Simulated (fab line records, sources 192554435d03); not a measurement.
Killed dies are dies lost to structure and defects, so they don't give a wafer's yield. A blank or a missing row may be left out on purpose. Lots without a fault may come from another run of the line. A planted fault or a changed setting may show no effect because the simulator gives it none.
Which tool did it? | flow n5_finfet | 9 lots, 27 wafers sampled, at 5 steps of a route of 1938

WHAT THE GAUGES READ, wafer by wafer
N5_BEOL_M4_RC_MEAS_101.
lot  | measured     | on        | DIBL_N (mV/V)
L153 | day 9 14:32  | prober-01 | 36.8 37.4 37.0
L154 | day 9 16:22  | prober-02 | 36.9 37.0 35.6
L157 | day 10 19:06 | prober-01 | 34.5 34.2 33.9
L158 | day 10 18:48 | prober-02 | 38.9 39.4 39.1
L159 | day 11 14:23 | prober-02 | 35.7 36.0 35.3
L164 | day 12 02:19 | prober-02 | 33.4 36.1 36.3
L167 | day 12 18:37 | prober-01 | 37.5 35.4 36.4
L171 | day 14 04:17 | prober-01 | 36.0 34.9 35.7
L172 | day 14 08:29 | prober-01 | 36.3 36.5 38.5

WHICH TOOL RAN EACH LOT (tool, then ch and the chambers of the sampled wafers, then the start)
lot  | N5_GATE_CUT_ETCH_28                | N5_GATE_CUT_ETCH_36                | N5_GATE_CUT_CMP_23            | N5_GATE_CUT_CMP_43
L153 | rie_diel-02 ch 1,2,3, day 5 12:06  | rie_diel-02 ch 1,2,3, day 5 12:07  | cmp-04 ch 0,2,3, day 5 14:28  | cmp-01 ch 1,2,3, day 5 14:43
L154 | rie_diel-06 ch 0,2,3, day 5 15:14  | rie_diel-06 ch 0,2,3, day 5 15:16  | cmp-04 ch 0,2,3, day 5 17:32  | cmp-02 ch 0,1,3, day 5 17:52
L157 | rie_diel-02 ch 1,2, day 6 08:45    | rie_diel-02 ch 1,2, day 6 08:46    | cmp-01 ch 1,2,3, day 6 11:02  | cmp-02 ch 2,3, day 6 11:22
L158 | rie_diel-06 ch 0,2,3, day 6 17:37  | rie_diel-06 ch 0,2,3, day 6 17:38  | cmp-04 ch 1,2,3, day 6 19:59  | cmp-04 ch 0,3, day 6 20:19
L159 | rie_diel-02 ch 2,3, day 7 00:44    | rie_diel-02 ch 2,3, day 7 00:44    | cmp-01 ch 1,2,3, day 7 03:07  | cmp-02 ch 0,3, day 7 03:28
L164 | rie_diel-05 ch 0,1,3, day 8 07:32  | rie_diel-05 ch 0,1,3, day 8 07:34  | cmp-04 ch 0,1,2, day 8 09:51  | cmp-04 ch 0,1,3, day 8 10:10
L167 | rie_diel-06 ch 1,2,3, day 9 00:24  | rie_diel-06 ch 1,2,3, day 9 00:25  | cmp-01 ch 0,1,2, day 9 02:41  | cmp-02 ch 0,1,2, day 9 03:06
L171 | rie_diel-02 ch 1,2, day 9 23:19    | rie_diel-02 ch 1,2, day 9 23:20    | cmp-04 ch 0,2,3, day 10 01:44 | cmp-01 ch 0,2, day 10 02:04
L172 | rie_diel-05 ch 0,1,2, day 10 06:32 | rie_diel-05 ch 0,1,2, day 10 06:34 | cmp-02 ch 1,2,3, day 10 08:55 | cmp-02 ch 1,2, day 10 09:10
- N5_GATE_CUT_ETCH_28: etches underlayer in N2/H2, target depth 13 nm, time 10.4 s.
- N5_GATE_CUT_ETCH_36: etches SiARC in CF4, target depth 13 nm, time 21.7 s.
- N5_GATE_CUT_CMP_23: polishes, stops on SiO2, t overpolish 23.4 s, target thk 16 nm.
- N5_GATE_CUT_CMP_43: polishes SiO2.

THE ANSWER, worked out from the rows above alone
Rule: what is usual is taken from the lots themselves. Put in order of their means at a reading, lots are off if they are a third of the lots or fewer, leave a main group of 4 or more, and stand apart from it by a gap of 3 or more times the standard deviation of the main group's means; of several such gaps the widest counts. A main group whose means are all the same, to the digits that the tables above print for the reading, isn't used. A lot without any number at a reading at which 4 lots or more have one is off too. The other lots that the step has rows for count as sound.
No lot is off at any reading shown: from this, nothing can be told.

WHAT THE SIMULATOR HAD PUT IN
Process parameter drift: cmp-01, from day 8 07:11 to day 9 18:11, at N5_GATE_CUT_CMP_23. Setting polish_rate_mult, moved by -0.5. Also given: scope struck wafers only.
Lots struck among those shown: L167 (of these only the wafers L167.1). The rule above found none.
